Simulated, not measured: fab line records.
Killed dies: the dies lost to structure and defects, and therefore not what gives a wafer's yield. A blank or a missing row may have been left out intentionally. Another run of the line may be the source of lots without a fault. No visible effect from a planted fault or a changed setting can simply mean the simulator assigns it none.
The tool behind it: which one?	flow nand harc	12 lots, 36 wafers sampled, at 4 steps of a route of 1302

WHAT THE GAUGES SHOWED, per wafer
NHARC_A_SLIT_CD_MEAS_09 targets a cd of 300 nm. Usual: cd nm 300.0 nm, standard deviation 0.48.
lot	measured	on	cd nm (nm)	flag
L407	day 20 02:58	cd sem-01	299.5 299.6 299.7	
L408	day 20 07:15	cd sem-03	300.7 299.8 299.8	
L410	day 20 21:26	cd sem-01	300.2 299.5 299.5	
L412	day 20 22:59	cd sem-02	299.4 300.3 299.6	
L411	day 21 00:15	cd sem-03	299.6 299.7 298.9	
L409	day 21 01:15	cd sem-02	300.6 300.8 299.6	
L413	day 21 19:31	cd sem-01	300.0 299.8 300.4	
L415	day 22 11:13	cd sem-03	299.5 299.4 299.6	
L425	day 27 00:10	cd sem-02	299.9 299.9 299.9	
L426	day 27 14:35	cd sem-03	300.5 300.5 299.9	
L428	day 29 12:00	cd sem-02	300.2 300.5 300.5	
L430	day 30 01:32	cd sem-03	299.6 299.9 299.6	

NHARC_A_WL_FILL_INSPECT_15. Usual: raw defect count 478, standard deviation 180.
lot	measured	on	raw defect count	flag
L407	day 21 10:56	defect inspect-02	527 344 479	
L408	day 21 23:20	defect inspect-02	612 817 725	
L410	day 22 04:20	defect inspect-02	390 413 188	
L412	day 22 04:21	defect inspect-02	570 460 421	
L411	day 22 11:19	defect inspect-02	618 331 337	
L409	day 22 11:20	defect inspect-01	612 435 522	
L413	day 23 03:14	defect inspect-02	579 442 341	
L415	day 23 17:59	defect inspect-01	429 379 737	
L425	day 28 11:14	defect inspect-02	407 417 338	
L426	day 28 22:05	defect inspect-02	378 364 306	
L428	day 31 00:58	defect inspect-02	580 487 436	
L430	day 31 09:20	defect inspect-01	332 365 345	

TOOL THAT RAN EACH LOT (tool first, then ch and the chambers of the sampled wafers, then the start)
lot	NHARC_A_WL_FILL_ALD_19	NHARC_A_WL_FILL_CMP_12
L407	ald metal-02 ch 0,2,3, day 21 10:04	cmp-04 ch 2,3, day 21 10:28
L408	ald metal-02 ch 2,3, day 21 22:31	cmp-03 ch 0,1, day 21 22:53
L410	ald metal-04 ch 0,1, day 22 03:29	cmp-01 ch 0,1,2, day 22 03:53
L412	ald metal-02 ch 0,1,2, day 22 03:29	cmp-03 ch 0,1,2, day 22 03:52
L411	ald metal-02 ch 0,3, day 22 10:28	cmp-04 ch 0,1,2, day 22 10:51
L409	ald metal-04 ch 0,2,3, day 22 10:28	cmp-01 ch 1,2,3, day 22 10:51
L413	ald metal-02 ch 0,1,3, day 23 02:17	cmp-04 ch 0,3, day 23 02:46
L415	ald metal-02 ch 1,2,3, day 23 17:07	cmp-01 ch 0,1,2, day 23 17:29
L425	ald metal-02 ch 1,3, day 28 09:56	cmp-03 ch 1,2, day 28 10:46
L426	ald metal-04 ch 1,2, day 28 21:06	cmp-01 ch 0,1,3, day 28 21:40
L428	ald metal-02 ch 0,2,3, day 31 00:08	cmp-04 ch 0,1, day 31 00:29
L430	ald metal-04 ch 2,3, day 31 08:29	cmp-01 ch 0,1,3, day 31 08:52
- NHARC_A_WL_FILL_ALD_19: deposits TiN, target thk 2 nm, pulse time 3 s, ald cycles 100.
- NHARC_A_WL_FILL_CMP_12: polishes, t overpolish 30 s, target thk 100 nm.

AS READ BY THE TOOLS THEMSELVES (means over the sampled wafers that have a number; for cases with no such wafer, the mark the record gives instead)
NHARC_A_WL_FILL_ALD_19. Usual: heater power w 1123 W, standard deviation 110; precursor pulse height rel 1.000, standard deviation 0.018.
lot	tool	heater power w (W)	precursor pulse height rel	flag
L407	ald metal-02	1165	1.012	
L408	ald metal-02	1071	0.994	
L410	ald metal-04	1103	0.995	
L412	ald metal-02	1072	0.991	
L411	ald metal-02	1227	1.015	
L409	ald metal-04	1078	1.005	
L413	ald metal-02	1171	0.997	
L415	ald metal-02	1111	0.987	
L425	ald metal-02	1099	0.987	
L426	ald metal-04	1007	0.989	
L428	ald metal-02	1180	1.001	
L430	ald metal-04	1086	1.005	

NHARC_A_WL_FILL_CMP_12. Usual: motor current A 11.9 A, standard deviation 1.2; overpolish run s 30.001 s, standard deviation 0.0082; time to endpoint s 20.5 s, standard deviation 1.9.
lot	tool	motor current A (A)	overpolish run s (s)	time to endpoint s (s)	flag
L407	cmp-04	11.9	30.004	21.8	
L408	cmp-03	10.2	30.004	21.2	
L410	cmp-01	13.3	30.001	20.3	
L412	cmp-03	10.9	30.002	17.7	
L411	cmp-04	12.2	29.999	21.8	
L409	cmp-01	12.7	30.008	17.9	
L413	cmp-04	11.8	30.006	23.5	
L415	cmp-01	13.1	30.001	18.8	
L425	cmp-03	10.6	30.000	13.4	OFF
L426	cmp-01	13.5	29.996	20.5	
L428	cmp-04	12.3	30.006	19.9	
L430	cmp-01	13.3	29.999	20.8	

THE ANSWER, worked out from the rows above alone
Rule: lot off if the mean of its wafers having a number is beyond 3 standard deviations from the usual mean. A lot without any number at a reading at which 4 lots or more have one is off too. All remaining lots with rows at the step are treated as sound. Order of review: gauges by route order, followed by the tools' own readings, for which a lot's mean as printed above is used. The first step at which some lot is off is used, and at that step the reading that is off furthest; a lot without a number counts as furthest.
Off, at NHARC_A_WL_FILL_CMP_12 on time to endpoint s: L425.
A tool fits if, at that step or a process step before it, it ran every lot that is off, and no sound lot after the first of them. One candidate fits, namely cmp-03 at NHARC_A_WL_FILL_CMP_12. Its last sound lot is L412 (day 22 03:52), its first lot that is off L425 (day 28 10:46): a fault that began between those two fits.

WHAT THE SIMULATOR HAD INSERTED
cmp-03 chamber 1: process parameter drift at NHARC_A_WL_FILL_CMP_12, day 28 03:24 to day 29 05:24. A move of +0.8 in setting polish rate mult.
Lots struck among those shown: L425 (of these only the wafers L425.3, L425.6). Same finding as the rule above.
